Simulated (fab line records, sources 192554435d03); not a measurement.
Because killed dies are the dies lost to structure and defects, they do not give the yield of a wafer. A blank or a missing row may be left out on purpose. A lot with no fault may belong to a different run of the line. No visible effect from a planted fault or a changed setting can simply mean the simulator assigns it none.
2 desks, one fault | flow n5-finfet | what lay behind the numbers comes last; until then each desk has only its own

== FROM THE METROLOGY DESK ==
Means of the sampled wafers that have a number, per lot and without regard to the tool the lot ran on: this is what the gauges read. A lot is out of limits, marked OUT, if its mean lies more than 4 standard deviations from the usual mean; the brackets give that distance. It has 13 readings, of which 7 appear: the earliest out of limits, and the ones furthest out on some lot.
Columns: A = IOFF_N at N5_BEOL_M4_RC_MEAS_101, usual 0.155 nA/um; B = IOFF_N_LIN at N5_BEOL_M4_RC_MEAS_101, usual 0.072 nA/um; C = IOFF_N_LONG at N5_BEOL_M4_RC_MEAS_101, usual 5.53e-05 nA/um; D = IOFF_P_LIN at N5_BEOL_M4_RC_MEAS_101, usual 0.096 nA/um; E = ION_N at N5_BEOL_M4_RC_MEAS_101, usual 675 uA/um; F = ION_P at N5_BEOL_M4_RC_MEAS_101, usual 462 uA/um; G = VT_N at N5_BEOL_M4_RC_MEAS_101, usual 250 mV
lot  | first seen here | A     | B     | C                   | D     | E   | F   | G
L354 | day 8 07:52     | 0.155 | 0.069 | 5.28e-05            | 0.096 | 669 | 460 | 251
L355 | day 8 17:17     | 0.185 | 0.084 | 5.67e-05            | 0.108 | 685 | 469 | 246
L356 | day 9 02:08     | 0.156 | 0.075 | 5.80e-05            | 0.104 | 682 | 465 | 248
L357 | day 9 03:11     | 0.139 | 0.066 | 5.45e-05            | 0.096 | 675 | 466 | 252
L361 | day 10 01:29    | 0.104 | 0.052 | 5.37e-05            | 0.074 | 667 | 456 | 256
L366 | day 11 12:53    | 0.204 | 0.099 | 6.72e-05 (+4.7) OUT | 0.125 | 696 | 479 | 244
L368 | day 12 03:38    | 0.186 | 0.091 | 6.04e-05            | 0.112 | 686 | 468 | 246
L370 | day 12 13:44    | 0.166 | 0.077 | 5.70e-05            | 0.105 | 681 | 469 | 247
L374 | day 13 17:22    | 0.144 | 0.069 | 5.37e-05            | 0.092 | 667 | 457 | 251
L376 | day 14 00:10    | 0.167 | 0.077 | 5.50e-05            | 0.096 | 671 | 462 | 248
This desk reports L366 out of limits; the earliest was L366 at day 11 12:53 (IOFF_N_LONG at N5_BEOL_M4_RC_MEAS_101). In limits: L354, L355, L356, L357, L361, L368, L370, L374, L376.

== DESK OF THE TOOL OWNER: plasma-asher-01 ==
The tool's own readings at N5_STI_FIN_REVEAL_OXIDATION_31 (chemistry O2 PLASMA REMOTE, time 20 s): means of the sampled wafers that have a number, for each lot that ran on this tool. A lot is out of limits, marked OUT, if its mean lies more than 4 standard deviations from the usual mean; the brackets give that distance.
Columns: A = chamber-pressure-mTorr at N5_STI_FIN_REVEAL_OXIDATION_31, usual 1000.1 mTorr; B = drypump-motor-current-A at N5_STI_FIN_REVEAL_OXIDATION_31, usual 5.9 A; C = heater-power-w at N5_STI_FIN_REVEAL_OXIDATION_31, usual 149 W; D = temp-c at N5_STI_FIN_REVEAL_OXIDATION_31, usual 150.01 C
lot  | first seen here | A      | B   | C   | D
L356 | day 3 05:30     | 1000.1 | 5.6 | 153 | 149.96
L357 | day 3 07:11     | 1000.6 | 5.6 | 153 | 150.12
L361 | day 4 06:04     | 1000.4 | 5.6 | 152 | 149.89
L366 | day 5 15:08     | 999.5  | 5.6 | 152 | 149.88
L368 | day 6 00:49     | 1000.8 | 5.6 | 156 | 150.19
Result from this desk: across the 5 lots, nothing is out of limits.

== TAKEN TOGETHER ==
L366 would have let the metrology desk raise an alarm at day 11 12:53.
Nothing out of limits was seen by the tool owner's desk.
On record at the tool owner's desk: L366, within its limits.
Of the lots named, all ran N5_STI_FIN_REVEAL_OXIDATION_31 on plasma-asher-01.

== WHAT THE SIMULATOR HAD INSERTED ==
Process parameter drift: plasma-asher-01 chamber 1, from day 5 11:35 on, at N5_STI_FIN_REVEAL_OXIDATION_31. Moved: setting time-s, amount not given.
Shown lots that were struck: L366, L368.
Delay in hours, fault start to first out-of-limits reading, per desk: metrology desk 145.
